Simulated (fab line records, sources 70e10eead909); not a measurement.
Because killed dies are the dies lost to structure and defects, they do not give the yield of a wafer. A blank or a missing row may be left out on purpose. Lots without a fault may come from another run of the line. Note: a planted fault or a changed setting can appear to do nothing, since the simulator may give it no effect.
A lot that was struck, set against a sound lot ; flow nand_harc ; 13 out of 1159 route steps
Sound: wafers L861.2, L861.3, L861.4. Struck: wafer L873.4; the same lot's L873.5 was not struck, so it is left out; see the end for the cause.
For every step that has rows: the tool of each side, followed by ch and its chambers, followed by its first start. Under that, the readings that differ: sound wafers ; struck wafers ; difference of the means ; sigmas: that difference in standard deviations of wafers without a fault.
alike: words and numbers the same on both sides, and readings whose means are apart by under 2 such deviations; not compared: readings that were withheld, readings missing a value for some wafer, numbers with overlapping values and no deviation given by the record, and bounds like >300 which may hide the same value.
The two part at a step that has a row with sigmas, a row that says differs or no value, or rows on one side only. Numbers that have no deviation but don't overlap get no sigmas and don't part them. Lack of a reading on every wafer of one side parts them only where that side has two or more wafers.

first, 2 steps without rows for these wafers: NHARC_A_SOURCE_PLATE_SRD_01; NHARC_A_SOURCE_PLATE_OXIDE_02 (material SiO2, target thk 10 nm, ox time 1362 s).
NHARC_A_SOURCE_PLATE_THK_MEAS_09: measures by ellipsometry.
  sound: film_metro-02 at day 9 15:27; struck: film_metro-02 at day 12 08:07
  alike: thk_nm
then, 3 steps without rows for these wafers: NHARC_A_SOURCE_PLATE_PVD_04 (deposits WSi2, target thk 50 nm); NHARC_A_SOURCE_PLATE_CVD_03 (deposits poly-Si, target thk 200 nm, time 4000 s); NHARC_A_SOURCE_PLATE_ANNEAL_05 (time 1800 s).
NHARC_A_SOURCE_PLATE_THK_MEAS_06: measures by ellipsometry.
  sound: film_metro-02 at day 10 04:40; struck: film_metro-02 at day 12 21:34
  alike: thk_nm
NHARC_A_SOURCE_PLATE_INSPECT_08:
  sound: defect_inspect-01 at day 10 04:46; struck: defect_inspect-01 at day 12 21:38
  alike: raw_defect_count
after that, 1 step with no rows for these wafers: NHARC_A_ONON_D1_DEP_00 (target thk 1000 nm).
NHARC_A_ONON_D1_THK_MEAS_02: measures by ellipsometry.
  sound: film_metro-01 at day 10 05:20; struck: film_metro-01 at day 12 22:13
reading;sound;struck;difference;sigmas
thk_nm (nm);1035 1035 1034;1006;-29;-2
NHARC_A_ONON_D1_DEP_03: target thk 1000 nm.
  sound on pecvd_onon-03 ch 0, day 10 05:28; struck on pecvd_onon-01 ch 0, day 12 22:26
  alike: sih4_flow_sccm
NHARC_A_ONON_D1_THK_MEAS_05: measures by ellipsometry.
  sound: film_metro-01 at day 10 05:55; struck: film_metro-01 at day 12 22:47
reading;sound;struck;difference;sigmas
thk_nm (nm);995 997 997;911;-85;-8
after that, 1 step with no rows for these wafers: NHARC_A_ONON_D1_DEP_06 (target thk 1000 nm).

== WHERE THEY PART ==
Last at NHARC_A_ONON_D1_THK_MEAS_05 as far as this record goes, first at NHARC_A_ONON_D1_THK_MEAS_02.

WHY: whatever the simulator had introduced
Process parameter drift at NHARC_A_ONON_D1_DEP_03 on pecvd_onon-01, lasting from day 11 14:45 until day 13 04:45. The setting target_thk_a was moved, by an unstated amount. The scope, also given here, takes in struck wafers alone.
